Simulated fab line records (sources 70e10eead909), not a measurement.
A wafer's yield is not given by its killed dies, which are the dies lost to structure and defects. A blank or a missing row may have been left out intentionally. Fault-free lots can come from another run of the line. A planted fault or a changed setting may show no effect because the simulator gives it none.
The tool behind it: which one? | flow nand-harc | 72 wafers from 24 lots sampled at 6 of the route's 1159 steps

WHAT EACH GAUGE READ, for each wafer
NHARC_P_M0_INSPECT_27. Usual: raw-defect-count 312, standard deviation 110.
lot  | measured     | on                | raw-defect-count | flag
L074 | day 6 01:29  | defect-inspect-01 | 280 260 269      |
L076 | day 6 08:14  | defect-inspect-01 | 419 261 359      |
L075 | day 6 11:39  | defect-inspect-02 | 187 182 177      |
L077 | day 6 12:53  | defect-inspect-01 | 230 404 310      |
L078 | day 7 02:44  | defect-inspect-02 | 294 259 412      |
L079 | day 7 03:20  | defect-inspect-01 | 392 679 340      |
L080 | day 7 04:24  | defect-inspect-02 | 239 360 325      |
L081 | day 7 12:38  | defect-inspect-01 | 424 227 373      |
L082 | day 7 21:14  | defect-inspect-02 | 233 298 421      |
L083 | day 8 03:37  | defect-inspect-02 | 209 227 264      |
L085 | day 8 12:38  | defect-inspect-02 | 223 234 246      |
L084 | day 8 12:59  | defect-inspect-02 | 288 274 175      |
L086 | day 9 02:33  | defect-inspect-02 | 262 219 400      |
L087 | day 9 03:38  | defect-inspect-02 | 222 901 258      |
L088 | day 9 23:22  | defect-inspect-02 | 324 443 363      |
L089 | day 10 01:25 | defect-inspect-02 | 292 292 573      |
L091 | day 10 04:35 | defect-inspect-01 | 434 236 284      |
L090 | day 10 05:26 | defect-inspect-02 | 254 352 194      |
L092 | day 10 08:31 | defect-inspect-02 | 242 189 284      |
L093 | day 10 10:41 | defect-inspect-02 | 438 295 190      |
L094 | day 10 22:12 | defect-inspect-02 | 400 328 331      |
L095 | day 11 09:26 | defect-inspect-02 | 196 229 219      |
L096 | day 11 10:17 | defect-inspect-02 | 303 329 250      |
L097 | day 11 15:11 | defect-inspect-02 | 140 287 375      |

NHARC_P_M1_CD_MEAS_16. Usual: cd-nm 129.5 nm, standard deviation 0.81.
lot  | measured     | on        | cd-nm (nm)        | flag
L074 | day 6 03:14  | cd-sem-01 | 128.9 128.2 129.1 |
L076 | day 6 10:11  | cd-sem-01 | 130.7 129.6 130.4 |
L075 | day 6 13:50  | cd-sem-02 | 130.3 128.9 129.3 |
L077 | day 6 14:50  | cd-sem-03 | 128.8 128.0 127.7 |
L078 | day 7 04:47  | cd-sem-03 | 129.8 129.7 130.6 |
L079 | day 7 05:13  | cd-sem-01 | 127.5 129.8 129.3 |
L080 | day 7 06:32  | cd-sem-02 | 129.9 129.5 129.5 |
L081 | day 7 14:30  | cd-sem-03 | 128.9 127.3 130.1 |
L082 | day 7 23:19  | cd-sem-01 | 128.8 129.1 130.5 |
L083 | day 8 05:29  | cd-sem-02 | 129.9 129.7 130.2 |
L085 | day 8 14:31  | cd-sem-02 | 130.6 128.4 129.7 |
L084 | day 8 15:20  | cd-sem-01 | 129.4 129.0 130.6 |
L086 | day 9 04:26  | cd-sem-03 | 129.7 129.1 128.7 |
L087 | day 9 05:25  | cd-sem-01 | 130.2 129.0 129.3 |
L088 | day 10 01:25 | cd-sem-03 | 129.4 130.1 130.0 |
L089 | day 10 03:17 | cd-sem-02 | 129.1 129.3 129.8 |
L091 | day 10 06:22 | cd-sem-02 | 128.0 129.1 129.6 |
L090 | day 10 07:18 | cd-sem-01 | 129.4 128.8 129.3 |
L092 | day 10 10:23 | cd-sem-03 | 131.5 129.6 129.9 |
L093 | day 10 12:51 | cd-sem-03 | 130.4 129.3 129.3 |
L094 | day 11 00:10 | cd-sem-03 | 131.0 130.6 129.4 |
L095 | day 11 11:10 | cd-sem-01 | 129.7 129.4 129.8 |
L096 | day 11 12:05 | cd-sem-01 | 130.1 129.9 130.4 |
L097 | day 11 17:04 | cd-sem-03 | 128.7 130.0 127.9 |

TOOL THAT RAN EACH LOT (tool first, then ch and the chambers of the sampled wafers, then the start)
lot  | NHARC_P_CONTACT_ETCH_31                       | NHARC_P_CONTACT_CVD_23                   | NHARC_P_M0_DESCUM_14               | NHARC_P_M1_ETCH_35
L074 | rie-diel-10 ch 0,1,2, day 5 16:06             | cvd-w-02 ch 0,1, day 5 22:59 or earlier  | rie-diel-05 ch 0,2,3, day 5 22:59  | rie-diel-13 ch 0,2,3, day 6 03:01
L076 | rie-diel-10 ch 0,1,2, day 6 05:45 or earlier  | cvd-w-02 ch 0,1, day 6 05:45 or earlier  | rie-diel-05 ch 0,1,2, day 6 05:45  | rie-diel-09 ch 1,2,3, day 6 09:58
L075 | rie-diel-07 ch 1,2, day 6 09:11 or earlier    | cvd-w-01 ch 0, day 6 09:11 or earlier    | rie-diel-01 ch 0,1, day 6 09:11    | rie-diel-13 ch 1,2,3, day 6 13:37
L077 | rie-diel-07 ch 0,2,3, day 6 10:23 or earlier  | cvd-w-02 ch 0,1, day 6 10:23 or earlier  | rie-diel-01 ch 1,2, day 6 10:23    | rie-diel-13 ch 1,2,3, day 6 14:37
L078 | rie-diel-04 ch 0,3, day 7 00:11 or earlier    | cvd-w-01 ch 0,1, day 7 00:11 or earlier  | rie-diel-05 ch 1,2, day 7 00:11    | rie-diel-13 ch 1,3, day 7 04:34
L079 | rie-diel-04 ch 0,2,3, day 7 00:52 or earlier  | cvd-w-01 ch 0,1, day 7 00:52 or earlier  | rie-diel-05 ch 0,1,2, day 7 00:52  | rie-diel-08 ch 0,1,2, day 7 05:01
L080 | rie-diel-04 ch 0,2,3, day 7 01:54 or earlier  | cvd-w-02 ch 0,1, day 7 01:54 or earlier  | rie-diel-05 ch 0,2,3, day 7 01:54  | rie-diel-09 ch 0,1, day 7 06:17
L081 | rie-diel-10 ch 0,1,2, day 7 10:09 or earlier  | cvd-w-02 ch 0,1, day 7 10:09 or earlier  | rie-diel-01 ch 1,2,3, day 7 10:09  | rie-diel-13 ch 2,3, day 7 14:17
L082 | rie-diel-10 ch 1,2,3, day 7 18:34 or earlier  | cvd-w-02 ch 1, day 7 18:34 or earlier    | rie-diel-01 ch 1,3, day 7 18:34    | rie-diel-09 ch 0,1,2, day 7 23:07
L083 | rie-diel-04 ch 2,3, day 8 01:08 or earlier    | cvd-w-02 ch 0,1, day 8 01:08 or earlier  | rie-diel-01 ch 1,2, day 8 01:08    | rie-diel-09 ch 0,1,3, day 8 05:17
L085 | rie-diel-04 ch 1,2, day 8 10:10 or earlier    | cvd-w-02 ch 0,1, day 8 10:10 or earlier  | rie-diel-05 ch 1,2, day 8 10:10    | rie-diel-13 ch 0,1,2, day 8 14:19
L084 | rie-diel-10 ch 1,2, day 8 10:31 or earlier    | cvd-w-01 ch 0,1, day 8 10:31 or earlier  | rie-diel-01 ch 2,3, day 8 10:31    | rie-diel-08 ch 1,2,3, day 8 15:07
L086 | rie-diel-10 ch 0,1,2, day 9 00:05 or earlier  | cvd-w-01 ch 0,1, day 9 00:05 or earlier  | rie-diel-01 ch 0,1,2, day 9 00:05  | rie-diel-08 ch 0,1,3, day 9 04:13
L087 | rie-diel-10 ch 0,2,3, day 9 01:11 or earlier  | cvd-w-02 ch 0,1, day 9 01:11 or earlier  | rie-diel-05 ch 0,2,3, day 9 01:11  | rie-diel-08 ch 1,2, day 9 05:12
L088 | rie-diel-04 ch 1,2, day 9 20:53 or earlier    | cvd-w-01 ch 0,1, day 9 20:53 or earlier  | rie-diel-05 ch 0,3, day 9 20:53    | rie-diel-09 ch 1,2, day 10 01:08
L089 | rie-diel-04 ch 1,2,3, day 9 22:56 or earlier  | cvd-w-02 ch 1, day 9 22:56 or earlier    | rie-diel-12 ch 0,3, day 9 22:56    | rie-diel-09 ch 1,2, day 10 02:59
L091 | rie-diel-04 ch 0,1,2, day 10 01:59 or earlier | cvd-w-02 ch 0,1, day 10 01:59 or earlier | rie-diel-12 ch 1,2,3, day 10 01:59 | rie-diel-08 ch 0,1,3, day 10 06:09
L090 | rie-diel-10 ch 1,3, day 10 02:46 or earlier   | cvd-w-02 ch 0,1, day 10 02:46 or earlier | rie-diel-01 ch 0,1,3, day 10 02:46 | rie-diel-08 ch 0,1, day 10 07:05
L092 | rie-diel-04 ch 0,2,3, day 10 05:57 or earlier | cvd-w-01 ch 0,1, day 10 05:57 or earlier | rie-diel-01 ch 0,2,3, day 10 05:57 | rie-diel-08 ch 0,1,2, day 10 10:10
L093 | rie-diel-10 ch 0,1,2, day 10 08:10 or earlier | cvd-w-02 ch 0,1, day 10 08:10 or earlier | rie-diel-12 ch 0,1,3, day 10 08:10 | rie-diel-09 ch 1,2, day 10 12:37
L094 | rie-diel-10 ch 0,1,3, day 10 19:41 or earlier | cvd-w-02 ch 0,1, day 10 19:41 or earlier | rie-diel-05 ch 0,3, day 10 19:41   | rie-diel-08 ch 0,1,3, day 10 23:57
L095 | rie-diel-04 ch 2,3, day 11 06:58 or earlier   | cvd-w-02 ch 0,1, day 11 06:58 or earlier | rie-diel-01 ch 0,1,2, day 11 06:58 | rie-diel-13 ch 2,3, day 11 10:57
L096 | rie-diel-04 ch 2,3, day 11 07:49 or earlier   | cvd-w-02 ch 0,1, day 11 07:49 or earlier | rie-diel-01 ch 0,3, day 11 07:49   | rie-diel-09 ch 2,3, day 11 11:50
L097 | rie-diel-10 ch 0,2,3, day 11 12:42 or earlier | cvd-w-02 ch 0,1, day 11 12:42 or earlier | rie-diel-05 ch 0,2,3, day 11 12:42 | rie-diel-08 ch 0,1,2, day 11 16:50
- NHARC_P_CONTACT_ETCH_31: etches the open film in CH3F/O2, target depth 30 nm, time 85.7 s.
- NHARC_P_CONTACT_CVD_23: deposits W, target thk 200 nm, time 557 s.
- NHARC_P_M0_DESCUM_14: chemistry O2, time 3 s.
- NHARC_P_M1_ETCH_35: etches the open film in N2/H2, target depth 40 nm, overetch 12 nm, time 43.94 s.

WHAT THE TOOLS THEMSELVES READ (means of the sampled wafers that have a number; where no wafer has one, the mark that the record gives instead)
NHARC_P_CONTACT_ETCH_31. Usual: drypump-motor-current-A 5.7 A, standard deviation 0.44; oes-product-au 0.981 a.u., standard deviation 0.013; rf-vpp-V 244.8 V, standard deviation 1.4; showerhead-plenum-p-Torr 2.49 Torr, standard deviation 0.082; throttle-valve-pct 20.663 %, standard deviation 0.0089.
lot  | tool        | drypump-motor-current-A (A) | oes-product-au (a.u.) | rf-vpp-V (V) | showerhead-plenum-p-Torr (Torr) | throttle-valve-pct (%) | flag
L074 | rie-diel-10 | 5.8                         | 0.990                 | 243.6        | 2.44                            | 20.660                 |
L076 | rie-diel-10 | 5.8                         | 0.984                 | 244.6        | 2.44                            | 20.661                 |
L075 | rie-diel-07 | 6.3                         | 0.971                 | 244.3        | 2.44                            | 20.669                 |
L077 | rie-diel-07 | 5.5                         | 0.982                 | 244.8        | 2.49                            | 20.663                 |
L078 | rie-diel-04 | 5.3                         | 0.999                 | 245.2        | 2.53                            | 20.664                 |
L079 | rie-diel-04 | 5.5                         | 0.980                 | 245.5        | 2.57                            | 20.665                 |
L080 | rie-diel-04 | 5.5                         | 0.992                 | 245.8        | 2.57                            | 20.663                 |
L081 | rie-diel-10 | 5.8                         | 0.974                 | 243.4        | 2.44                            | 20.665                 |
L082 | rie-diel-10 | 5.9                         | 0.956                 | 244.0        | 2.43                            | 20.659                 |
L083 | rie-diel-04 | 5.8                         | 0.978                 | 246.5        | 2.60                            | 20.663                 |
L085 | rie-diel-04 | 5.7                         | 0.958                 | 246.7        | 2.60                            | 20.677                 |
L084 | rie-diel-10 | 5.9                         | 0.991                 | 243.8        | 2.45                            | 20.660                 |
L086 | rie-diel-10 | 5.8                         | 0.982                 | 244.7        | 2.43                            | 20.666                 |
L087 | rie-diel-10 | 5.8                         | 0.976                 | 244.2        | 2.41                            | 20.664                 |
L088 | rie-diel-04 | 5.8                         | 0.990                 | 245.8        | 2.59                            | 20.648                 |
L089 | rie-diel-04 | 5.9                         | 0.984                 | 246.4        | 2.59                            | 20.669                 |
L091 | rie-diel-04 | 5.5                         | 0.981                 | 246.1        | 2.57                            | 20.667                 |
L090 | rie-diel-10 | 6.1                         | 0.991                 | 244.1        | 2.41                            | 20.648                 |
L092 | rie-diel-04 | 5.5                         | 0.989                 | 245.7        | 2.56                            | 20.662                 |
L093 | rie-diel-10 | 5.8                         | 0.973                 | 243.8        | 2.43                            | 20.668                 |
L094 | rie-diel-10 | 6.0                         | 0.995                 | 242.9        | 2.40                            | 20.658                 |
L095 | rie-diel-04 | 5.8                         | 0.991                 | 245.7        | 2.60                            | 20.661                 |
L096 | rie-diel-04 | 6.0                         | 0.966                 | 246.1        | 2.58                            | 20.652                 |
L097 | rie-diel-10 | 5.7                         | 0.988                 | 244.0        | 2.41                            | 20.660                 |

NHARC_P_CONTACT_CVD_23. Usual: heater-power-w 482 W, standard deviation 15; throttle-valve-pct 8.08 %, standard deviation 0.28.
lot  | tool     | heater-power-w (W) | throttle-valve-pct (%) | flag
L074 | cvd-w-02 | 469                | 8.21                   |
L076 | cvd-w-02 | 483                | 8.21                   |
L075 | cvd-w-01 | 466                | 7.73                   |
L077 | cvd-w-02 | 480                | 8.30                   |
L078 | cvd-w-01 | 472                | 7.90                   |
L079 | cvd-w-01 | 483                | 8.09                   |
L080 | cvd-w-02 | 488                | 7.93                   |
L081 | cvd-w-02 | 492                | 8.09                   |
L082 | cvd-w-02 | 498                | 8.19                   |
L083 | cvd-w-02 | 478                | 8.07                   |
L085 | cvd-w-02 | 484                | 8.16                   |
L084 | cvd-w-01 | 472                | 7.98                   |
L086 | cvd-w-01 | 485                | 8.20                   |
L087 | cvd-w-02 | 497                | 8.03                   |
L088 | cvd-w-01 | 482                | 8.37                   |
L089 | cvd-w-02 | 490                | 8.25                   |
L091 | cvd-w-02 | 473                | 7.96                   |
L090 | cvd-w-02 | 474                | 7.90                   |
L092 | cvd-w-01 | 482                | 8.06                   |
L093 | cvd-w-02 | 492                | 8.02                   |
L094 | cvd-w-02 | 485                | 8.11                   |
L095 | cvd-w-02 | 485                | 8.18                   |
L096 | cvd-w-02 | 491                | 8.04                   |
L097 | cvd-w-02 | 484                | 7.90                   |

NHARC_P_M0_DESCUM_14. Usual: drypump-motor-current-A 5.9 A, standard deviation 0.64; oes-product-au 0.997 a.u., standard deviation 0.011; rf-vpp-V 57.9 V, standard deviation 0.84; showerhead-plenum-p-Torr 1.94 Torr, standard deviation 0.069; throttle-valve-pct 11.312 %, standard deviation 0.0098.
lot  | tool        | drypump-motor-current-A (A) | oes-product-au (a.u.) | rf-vpp-V (V) | showerhead-plenum-p-Torr (Torr) | throttle-valve-pct (%) | flag
L074 | rie-diel-05 | 5.4                         | 0.993                 | 57.8         | 1.95                            | 11.319                 |
L076 | rie-diel-05 | 5.8                         | 0.996                 | 58.0         | 1.94                            | 11.317                 |
L075 | rie-diel-01 | 6.3                         | 0.996                 | 58.7         | 2.01                            | 11.301                 |
L077 | rie-diel-01 | 5.3                         | 0.991                 | 58.0         | 1.92                            | 11.318                 |
L078 | rie-diel-05 | 5.5                         | 0.993                 | 57.6         | 1.90                            | 11.310                 |
L079 | rie-diel-05 | 5.8                         | 0.994                 | 58.1         | 1.94                            | 11.310                 |
L080 | rie-diel-05 | 5.4                         | 0.996                 | 59.0         | 1.95                            | 11.310                 |
L081 | rie-diel-01 | 5.8                         | 0.987                 | 57.9         | 1.91                            | 11.306                 |
L082 | rie-diel-01 | 6.4                         | 0.990                 | 56.5         | 1.89                            | 11.316                 |
L083 | rie-diel-01 | 5.4                         | 0.994                 | 57.6         | 1.92                            | 11.306                 |
L085 | rie-diel-05 | 5.9                         | 1.003                 | 57.7         | 1.93                            | 11.314                 |
L084 | rie-diel-01 | 5.9                         | 1.001                 | 57.8         | 1.85                            | 11.310                 |
L086 | rie-diel-01 | 5.8                         | 0.990                 | 57.9         | 1.97                            | 11.316                 |
L087 | rie-diel-05 | 5.4                         | 1.004                 | 57.9         | 1.95                            | 11.320                 |
L088 | rie-diel-05 | 5.5                         | 1.001                 | 59.0         | 2.00                            | 11.314                 |
L089 | rie-diel-12 | 6.3                         | 0.988                 | 57.7         | 1.90                            | 11.319                 |
L091 | rie-diel-12 | 6.3                         | 1.004                 | 58.0         | 1.99                            | 11.314                 |
L090 | rie-diel-01 | 6.4                         | 0.990                 | 58.4         | 1.95                            | 11.304                 |
L092 | rie-diel-01 | 5.9                         | 0.988                 | 58.2         | 1.90                            | 11.302                 |
L093 | rie-diel-12 | 6.2                         | 1.002                 | 57.8         | 1.92                            | 11.312                 |
L094 | rie-diel-05 | 5.5                         | 0.992                 | 58.1         | 2.00                            | 11.309                 |
L095 | rie-diel-01 | 5.8                         | 0.984                 | 57.8         | 1.97                            | 11.312                 |
L096 | rie-diel-01 | 6.3                         | 1.000                 | 58.4         | 1.95                            | 11.307                 |
L097 | rie-diel-05 | 5.4                         | 1.005                 | 57.8         | 1.95                            | 11.320                 |

NHARC_P_M1_ETCH_35. Usual: drypump-motor-current-A 5.8 A, standard deviation 0.4; oes-product-au 1.001 a.u., standard deviation 0.011; rf-vpp-V 429.9 V, standard deviation 2.6; showerhead-plenum-p-Torr 2.02 Torr, standard deviation 0.091; throttle-valve-pct 14.170 %, standard deviation 0.0096.
lot  | tool        | drypump-motor-current-A (A) | oes-product-au (a.u.) | rf-vpp-V (V) | showerhead-plenum-p-Torr (Torr) | throttle-valve-pct (%) | flag
L074 | rie-diel-13 | 6.2                         | 1.004                 | 430.0        | 1.99                            | 14.174                 |
L076 | rie-diel-09 | 5.5                         | 1.003                 | 431.9        | 2.11                            | 14.155                 |
L075 | rie-diel-13 | 6.2                         | 1.001                 | 430.9        | 2.03                            | 14.164                 |
L077 | rie-diel-13 | 6.2                         | 0.999                 | 429.6        | 2.03                            | 14.170                 |
L078 | rie-diel-13 | 6.4                         | 0.997                 | 431.1        | 2.08                            | 14.170                 |
L079 | rie-diel-08 | 5.7                         | 1.004                 | 426.8        | 1.94                            | 14.164                 |
L080 | rie-diel-09 | 5.4                         | 1.003                 | 432.1        | 2.11                            | 14.168                 |
L081 | rie-diel-13 | 6.4                         | 0.992                 | 430.1        | 2.03                            | 14.180                 |
L082 | rie-diel-09 | 5.5                         | 1.011                 | 430.1        | 2.04                            | 14.176                 |
L083 | rie-diel-09 | 5.5                         | 0.992                 | 432.5        | 2.10                            | 14.167                 |
L085 | rie-diel-13 | 6.0                         | 1.005                 | 430.4        | 1.99                            | 14.171                 |
L084 | rie-diel-08 | 5.7                         | 1.003                 | 429.6        | 1.98                            | 14.176                 |
L086 | rie-diel-08 | 5.7                         | 0.997                 | 428.4        | 1.97                            | 14.175                 |
L087 | rie-diel-08 | 5.7                         | 1.001                 | 428.4        | 1.96                            | 14.170                 |
L088 | rie-diel-09 | 5.5                         | 1.014                 | 431.6        | 2.06                            | 14.166                 |
L089 | rie-diel-09 | 5.6                         | 1.010                 | 431.2        | 2.06                            | 14.167                 |
L091 | rie-diel-08 | 5.7                         | 1.004                 | 429.1        | 1.97                            | 14.173                 |
L090 | rie-diel-08 | 5.8                         | 1.002                 | 426.9        | 1.93                            | 14.174                 |
L092 | rie-diel-08 | 5.7                         | 1.002                 | 428.4        | 1.94                            | 14.169                 |
L093 | rie-diel-09 | 5.5                         | 1.003                 | 431.1        | 2.06                            | 14.175                 |
L094 | rie-diel-08 | 5.7                         | 1.006                 | 428.0        | 1.97                            | 14.181                 |
L095 | rie-diel-13 | 6.4                         | 1.009                 | 430.8        | 2.03                            | 14.176                 |
L096 | rie-diel-09 | 5.6                         | 0.987                 | 432.0        | 2.09                            | 14.172                 |
L097 | rie-diel-08 | 5.7                         | 0.997                 | 427.3        | 1.94                            | 14.167                 |

THE ANSWER, worked out from the rows above alone
Rule: take the mean of a lot's wafers that have a number; if it is more than 3 standard deviations from the usual mean, the lot is off. A lot without any number at a reading at which 4 lots or more have one is off too. Where the step has rows for the other lots, those lots are counted as sound. Order of review: gauges by route order, followed by the tools' own readings, for which a lot's mean as printed above is used. The first step at which some lot is off is used, and at that step the reading that is off furthest; a lot without a number counts as furthest.
No lot is off on any of the readings shown, so nothing can be concluded from this.

WHAT THE SIMULATOR HAD PUT IN
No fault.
